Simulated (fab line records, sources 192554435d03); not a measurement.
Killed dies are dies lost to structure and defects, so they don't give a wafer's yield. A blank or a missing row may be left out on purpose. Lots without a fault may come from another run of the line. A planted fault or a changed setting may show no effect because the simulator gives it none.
One fault seen from 3 desks | flow n5_finfet | each desk has only its own numbers; what lay behind them comes last

THE DEFECT DESK
What the inspections along the route counted, lot by lot: means of the sampled wafers that have a number. A lot is out of limits, marked OUT, if its mean lies more than 4 standard deviations from the usual mean; the brackets give that distance.
Columns: A = raw_defect_count at N5_BEOL_M6_INSPECT_30, usual 410
lot  | first seen here | A
L741 | day 9 01:26     | 370
L743 | day 9 17:27     | 733
L742 | day 9 17:37     | 411
L745 | day 10 00:19    | 286
L747 | day 10 10:55    | 357
L748 | day 10 12:23    | 399
L752 | day 11 20:38    | 464
L751 | day 12 03:38    | 385
L754 | day 12 03:40    | 404
L753 | day 12 06:37    | 377
L755 | day 12 20:08    | 539
This desk's finding: nothing out of limits on any of the 11 lots.

THE METROLOGY DESK
What the gauges read, lot by lot, whatever tool the lot ran on: means of the sampled wafers that have a number. A lot is out of limits, marked OUT, if its mean lies more than 4 standard deviations from the usual mean; the brackets give that distance.
Columns: A = cd_nm at N5_BEOL_M6_CD_MEAS_11, usual 38.7 nm; B = cd_nm at N5_BEOL_M6_CD_MEAS_28, usual 40.00 nm
lot  | first seen here | A    | B
L741 | day 8 23:34     | 39.0 | 40.29
L742 | day 9 14:07     | 38.8 | 39.88
L743 | day 9 14:17     | 39.2 | 39.92
L745 | day 9 22:59     | 38.9 | 39.97
L747 | day 10 07:40    | 38.4 | 40.03
L748 | day 10 10:38    | 37.7 | 40.03
L752 | day 11 16:51    | 38.4 | 39.93
L751 | day 12 01:01    | 38.2 | 40.93
L754 | day 12 01:27    | 38.3 | 40.98
L753 | day 12 04:47    | 39.2 | 40.89
L755 | day 12 18:02    | 39.1 | 40.20
This desk's finding: nothing out of limits on any of the 11 lots.

THE TOOL OWNER'S DESK: euv_scanner-01
The tool's own readings at N5_BEOL_M6_EXPOSE_25 (exposes mask V5, target cd 40 nm): means of the sampled wafers that have a number, for each lot that ran on this tool. A lot is out of limits, marked OUT, if its mean lies more than 4 standard deviations from the usual mean; the brackets give that distance.
Columns: A = reticle_temp_C at N5_BEOL_M6_EXPOSE_25, usual 22.97 C; B = stage_msd_nm at N5_BEOL_M6_EXPOSE_25, usual 0.92 nm
lot  | first seen here | A     | B
L741 | day 9 01:12     | 22.95 | 0.96
L748 | day 10 12:10    | 22.97 | 0.96
L751 | day 12 03:25    | 23.01 | 0.96
L754 | day 12 03:28    | 22.89 | 0.96
L753 | day 12 06:23    | 23.03 | 0.96
This desk's finding: nothing out of limits on any of the 5 lots.

PUT TOGETHER
The defect desk saw nothing out of limits.
The metrology desk saw nothing out of limits.
The tool owner's desk saw nothing out of limits.

WHAT THE SIMULATOR HAD PUT IN
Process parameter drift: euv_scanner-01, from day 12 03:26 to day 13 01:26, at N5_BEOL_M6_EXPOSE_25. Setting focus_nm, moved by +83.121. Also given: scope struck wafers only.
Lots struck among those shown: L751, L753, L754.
